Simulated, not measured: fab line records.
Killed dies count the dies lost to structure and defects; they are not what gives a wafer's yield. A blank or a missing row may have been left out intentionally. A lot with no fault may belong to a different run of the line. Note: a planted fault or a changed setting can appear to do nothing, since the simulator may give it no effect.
A struck lot beside a sound one | flow nand-harc | 15 steps out of a route of 1302
Sound: the wafers L395.2, L395.3, L395.6. Struck: wafers L409.2, L409.3, L409.4. The cause is named last.
At each step with rows: each side's tool, then ch and its chambers, then its first start. Under that, the readings that differ: sound wafers | struck wafers | difference of the means | sigmas: that difference in standard deviations of wafers without a fault.
alike: same words and numbers on both sides, and readings whose means sit less than 2 such deviations apart. not compared: any withheld reading, any reading some wafer has no value for, any bound like >300 that may hide the same value, and any number with overlapping values for which the record gives no deviation.
A row with sigmas, a row that says differs or no value, or rows on one side alone: a step with any of these is where the two part. Non-overlapping numbers with no deviation appear without sigmas and do not part them. A reading that every wafer of one side lacks parts them only if that side has two wafers or more.

first, 7 steps without rows for these wafers: NHARC_P_ZERO_WELL_HMDS_45 (time 30 s); NHARC_P_ZERO_WELL_COAT_46; NHARC_P_ZERO_WELL_SOFTBAKE_47 (time 95 s); NHARC_P_ZERO_WELL_EBR_48; NHARC_P_ZERO_WELL_EXPOSE_49 (exposes mask P HVPW, target cd 2000 nm); NHARC_P_ZERO_WELL_PEB_50 (peb time 85 s); NHARC_P_ZERO_WELL_DEVELOP_51 (time 70 s).
NHARC_P_ZERO_WELL_CD_MEAS_52 targets a cd of 2000 nm.
  sound on cd-sem-02 ch 0, day 2 21:44; struck on cd-sem-01 ch 0, day 8 17:39
  alike: cd-nm
then, 1 step without rows for these wafers: NHARC_P_ZERO_WELL_HARDBAKE_53 (time 80 s).
NHARC_P_ZERO_WELL_DESCUM_54: chemistry O2, time 3 s.
  sound on rie-diel-09 ch 0,2,3, day 2 21:59; struck on rie-diel-02 ch 0,1,3, day 8 17:50
  alike: chamber-pressure-mTorr, drypump-motor-current-A, oes-product-au, rf-vpp-V, showerhead-plenum-p-Torr, throttle-valve-pct
  not compared: rf-hours-counter-h
then, 2 steps without rows for these wafers: NHARC_P_ZERO_WELL_IMPLANT_55; NHARC_P_ZERO_WELL_IMPLANT_61.
NHARC_P_ZERO_WELL_STRIP_56: strips in SPM, time 840 s.
  sound on wet-bench-03 ch 2,4,6, day 2 22:30; struck on wet-bench-03 ch 1,2,4, day 8 18:24
  no value came back on the struck wafers for bath-guard-temp-C (C), bath-heat-duty-pct (%), temp-c (C); on the sound wafers bath-guard-temp-C (C) reads 129.6 130.0 130.2
then, 1 step without rows for these wafers: NHARC_P_ZERO_WELL_PRECLEAN_68 (cleans in SC1, time 60 s).
-- the record jumps here: 23 days lie between the struck wafers' starts before and after (it left off in module P_ZERO_WELL and takes up again in module END, whose first step shown is number 1302 of the route) --
NHARC_END_SORT_01:
  sound on prober-02 ch 0, day 25 17:53; struck on prober-01 ch 0, day 32 00:11
  reading             | sound    | struck      | difference | sigmas
  killed-at-periphery | 8 4 12   | 601 603 610 | +597       | +99 or more
  killed-dies         | 53 43 44 | 677 677 677 | +630       | +35
  alike: killed-at-array, killed-at-other, killed-open, killed-short

## WHERE THEY PART
Earliest at NHARC_P_ZERO_WELL_STRIP_56; latest, in this record, at NHARC_END_SORT_01.

WHY: whatever the simulator had introduced
Step skipped in full: wet-bench-03, at NHARC_P_ZERO_WELL_STRIP_56, from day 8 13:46 onward. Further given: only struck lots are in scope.
